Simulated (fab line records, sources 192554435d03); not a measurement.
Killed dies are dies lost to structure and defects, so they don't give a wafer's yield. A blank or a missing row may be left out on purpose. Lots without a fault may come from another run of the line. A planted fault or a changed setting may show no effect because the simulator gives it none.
Problem report in the 8D (eight disciplines) form, filled by code | flow n5_finfet | the parts of the form that need people (team, actions taken, sign-off) are left out

1. THE PROBLEM
trench_depth_nm at N5_BEOL_M8_OCD_MEAS_38 reads a mean of 85.0 nm on 3 wafers of 3 lots; wafers without a fault read 92.9 nm with a standard deviation of 1.2. That is -6.6 standard deviations from the usual mean.
First seen on wafer L825.2, day 14 13:08, on ocd-02. The record holds 27 wafers of 9 lots with a number at this step. Rule for "out", or "out of limits": more than 4 standard deviations from the usual mean. The other wafers with a number count as sound.

2. WHAT IT IS AND WHAT IT IS NOT
question                    | is                     | is not
which readings at this step | trench_depth_nm        | -
which lots                  | L822, L825, L827       | L815, L817, L828, L832, L834, L835
which wafers of those lots  | L822.5, L825.2, L827.1 | L822.3, L822.4, L825.3, L825.4, L827.2, L827.4
read on which gauges        | ocd-01, ocd-02         | -
when                        | from day 14 13:08      | up to then (8 sound wafers); but 16 sound wafers of L822, L827, L828, L832, L834, L835 came after

3. SUSPECTS, AND WHAT RULES EACH OUT
Counting: a tool at a process step up to the reading stays a suspect if it ran every lot that is out. Sound lots after the first of them don't rule it out here, since some wafers of a struck lot are sound.
- the gauge at N5_BEOL_M8_OCD_MEAS_38: ruled out. The wafers that are out were read on 2 gauges (ocd-01, ocd-02).
- rie_diel-01 at N5_BEOL_M8_TRENCH_ETCH_37 (etches SiCOH lowk in C4F6/O2, target depth 93.478 nm, time 31.2 s): kept. It ran every lot that is out, first L825 (day 14 12:58); its last sound lot up to then is L815 (day 10 22:52). Its own readings are out on those wafers: rf_fwd_power_W, rf_vpp_V.
- rie_diel-01 at N5_BEOL_M8_STRIP_80 (strips in N2/H2, time 10 s): kept. It ran every lot that is out, first L825 (day 14 13:08); its last sound lot up to then is L815 (day 10 23:01). N5_BEOL_M8_STRIP_80 gives no start for some lots, so the hours and the order of its lots are those of N5_BEOL_M8_OCD_MEAS_38.
- Within rie_diel-01 at N5_BEOL_M8_TRENCH_ETCH_37: the wafers that are out ran in chamber 2; their sound lot-mates ran in chambers 0, 1, 3.
- Within rie_diel-01 at N5_BEOL_M8_STRIP_80: the wafers that are out ran in chamber 2; their sound lot-mates ran in chambers 0, 1, 3.
Left after counting: rie_diel-01 at N5_BEOL_M8_TRENCH_ETCH_37, rie_diel-01 at N5_BEOL_M8_STRIP_80.

4. THE CAUSE (what the simulator had put in)
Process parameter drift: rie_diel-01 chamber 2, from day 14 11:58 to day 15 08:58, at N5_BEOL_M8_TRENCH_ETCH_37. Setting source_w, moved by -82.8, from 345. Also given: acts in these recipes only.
Counting left 2 suspects, and this tool is among them.

5. THE CHAIN OF EFFECTS, in route order
Each row: a reading whose mean over the struck wafers that have a number lies more than 3 standard deviations from the usual. Only readings for which the record gives a usual standard deviation are gone through. hours: the time from each lot's start at the first step in this table that gives one to its start at this step, as a median over the lots. sigmas: the change in usual standard deviations.
hours | step                      | reading         | usual        | on struck wafers | change | sigmas
0     | N5_BEOL_M8_TRENCH_ETCH_37 | rf_fwd_power_W  | 340.6 W      | 257.6            | -83.0  | -44
0     | N5_BEOL_M8_TRENCH_ETCH_37 | rf_vpp_V        | 667 V        | 784              | +117   | +16
0     | N5_BEOL_M8_OCD_MEAS_38    | trench_depth_nm | 92.9 nm      | 85.0             | -7.9   | -6.6
3     | N5_BEOL_M8_THK_MEAS_53    | M8_THK          | 78.8 nm      | 70.1             | -8.7   | -6.2
3     | N5_BEOL_M8_RS_MEAS_57     | M8_RS           | 0.287 ohm/sq | 0.330            | +0.043 | +6.5
The process steps in it:
- N5_BEOL_M8_TRENCH_ETCH_37: etches SiCOH lowk in C4F6/O2, target depth 93.478 nm, time 31.2 s.

6. WHAT WOULD HAVE CAUGHT IT SOONER
In this record the first reading out of limits at a measuring or inspecting step was taken at day 14 13:08, 1 hour after the fault began at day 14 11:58.
The tool's own readings at N5_BEOL_M8_TRENCH_ETCH_37 were out on every struck wafer that the step has a row for (rf_fwd_power_W, rf_vpp_V): an alarm limit on them would have fired on the first of those.
Of the lots that are out (3), L822, L827 began N5_BEOL_M8_TRENCH_ETCH_37 on rie_diel-01 after day 14 13:08. A hold on the tool at that time would have spared those 2.
